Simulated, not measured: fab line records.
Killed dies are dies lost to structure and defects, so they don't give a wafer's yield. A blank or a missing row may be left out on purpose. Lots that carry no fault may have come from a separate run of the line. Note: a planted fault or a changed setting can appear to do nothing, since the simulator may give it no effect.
Matching of chambers -- flow n5 finfet -- 4 sister chambers for N5_BEOL_M8_ETCH_62 on rie diel-03
The step etches SOC in N2/H2, target depth 110 nm, overetch 22 nm, time 165 s. 24 wafers are shown with their chamber, then 12 later ones without.

WAFERS WITH THEIR CHAMBER
wafer,chamber,drypump motor current A (A),showerhead plenum p Torr (Torr),throttle valve pct (%)
L076.1,1,6.0,2.48,17.79
L076.2,3,5.7,2.49,17.50
L076.3,0,5.9,2.59,17.89
L076.4,2,5.3,2.60,17.84
L076.5,2,5.3,2.60,17.83
L076.6,1,6.0,2.48,17.77
L074.2,3,5.8,2.49,17.50
L074.3,0,5.8,2.59,17.88
L074.6,0,5.8,2.59,17.88
L075.2,0,5.9,2.59,17.89
L075.5,1,6.0,2.48,17.79
L075.6,0,5.9,2.58,17.88
L083.1,0,5.9,2.58,17.92
L083.2,2,5.3,2.59,17.88
L083.3,1,6.0,2.47,17.80
L083.4,3,5.8,2.48,17.52
L083.5,3,5.8,2.48,17.52
L083.6,0,5.9,2.58,17.89
L085.1,0,5.9,2.58,17.93
L085.4,2,5.3,2.59,17.91
L085.5,3,5.8,2.48,17.54
L086.1,2,5.3,2.59,17.88
L086.2,0,5.9,2.58,17.93
L086.3,3,5.7,2.48,17.53

SIGNATURES, as means of the wafers listed above
reading,chamber 0,chamber 1,chamber 2,chamber 3,scatter within a chamber
drypump motor current A,5.878,6.000,5.300,5.767,0.038
showerhead plenum p Torr,2.5844,2.4775,2.5940,2.4833,0.00525
throttle valve pct,17.8989,17.7875,17.8680,17.5183,0.0221
Rule: a wafer's distance from a chamber is the root of the sum, over the readings, of the square of ((its reading less the chamber's mean) divided by the reading's scatter). If the next closest chamber is less than 2 further off than the closest, the wafer can't be placed; otherwise it belongs to the closest. How the scatter is found: for the shown wafers, subtract from each reading the mean of its chamber, square and add these, divide the total by (wafers less chambers), then take the root.

WAFERS MISSING THEIR CHAMBER
wafer,drypump motor current A (A),showerhead plenum p Torr (Torr),throttle valve pct (%)
L086.4,5.3,2.59,17.89
L086.5,5.8,2.48,17.53
L086.6,5.9,2.58,17.92
L092.2,6.0,2.46,17.83
L092.4,5.7,2.47,17.59
L092.6,5.9,2.57,17.95
L093.2,5.4,2.58,17.94
L093.5,5.9,2.57,17.96
L093.6,5.8,2.47,17.58
L095.1,5.3,2.58,17.94
L095.3,5.8,2.57,17.95
L095.4,5.8,2.47,17.58

CHAMBER TAKEN BY EACH
wafer,from the rows above,in truth
L086.4,2,2
L086.5,3,3
L086.6,0,0
L092.2,1,1
L092.4,3,3
L092.6,0,0
L093.2,2,2
L093.5,0,0
L093.6,3,3
L095.1,2,2
L095.3,0,0
L095.4,3,3
12 of 12 placed correctly. Number that these rows cannot place: 0. Placed wrongly: 0.
